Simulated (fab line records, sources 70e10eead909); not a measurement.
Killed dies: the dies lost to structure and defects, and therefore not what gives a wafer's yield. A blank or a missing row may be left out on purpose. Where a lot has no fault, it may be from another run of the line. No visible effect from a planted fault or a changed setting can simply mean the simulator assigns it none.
Chamber matching -- flow nand_harc -- 4 sister chambers for NHARC_A_M0_CMP_23 on cmp-01
The step polishes, t overpolish 20 s, target thk 113.75 nm. 8 wafers are shown with their chamber, then 7 later ones without.

## EACH WAFER AND ITS CHAMBER
wafer,chamber,edge_zone_pressure_frac,motor_current_A (A)
L440.2,1,0.996,11.9
L440.4,2,0.992,11.5
L440.5,1,0.997,11.5
L441.1,2,1.004,11.8
L441.2,0,1.001,11.7
L441.4,3,0.996,11.0
L446.3,0,1.007,11.9
L446.4,3,0.994,11.6

## WAFERS WITH NO CHAMBER GIVEN
wafer,edge_zone_pressure_frac,motor_current_A (A)
L446.6,0.997,11.5
L450.2,1.002,11.4
L450.4,1.000,11.9
L450.6,1.006,12.3
L452.1,0.991,10.8
L452.4,0.993,11.9
L452.5,0.994,11.5

## THE CHAMBER EACH PASSED THROUGH
wafer,from the rows above,in truth
L446.6,can't be placed: 2 or 1 or 3 or 0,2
L450.2,can't be placed: 2 or 0 or 3 or 1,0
L450.4,can't be placed: 0 or 2 or 1 or 3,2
L450.6,can't be placed: 0 or 2 or 1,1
L452.1,can't be placed: 3 or 2 or 1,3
L452.4,can't be placed: 1 or 2 or 3 or 0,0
L452.5,can't be placed: 3 or 1 or 2 or 0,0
Correctly placed: 0 of 7. From these rows, 7 cannot be placed; in 7 the true chamber is one of the candidates. Number placed wrongly: 0.
How it was worked out, from the rows above alone: a wafer's distance from a chamber is the root of the sum, over the readings, of the square of ((its reading less the chamber's mean) divided by the reading's scatter). The wafer belongs to the nearest chamber; if the next one is less than 2 further off, it can't be placed. Each chamber's mean is taken over the wafers shown for it. The scatter: take each reading less its chamber's mean, square it, sum over the shown wafers, divide by the number of wafers less the number of chambers, and take the root.
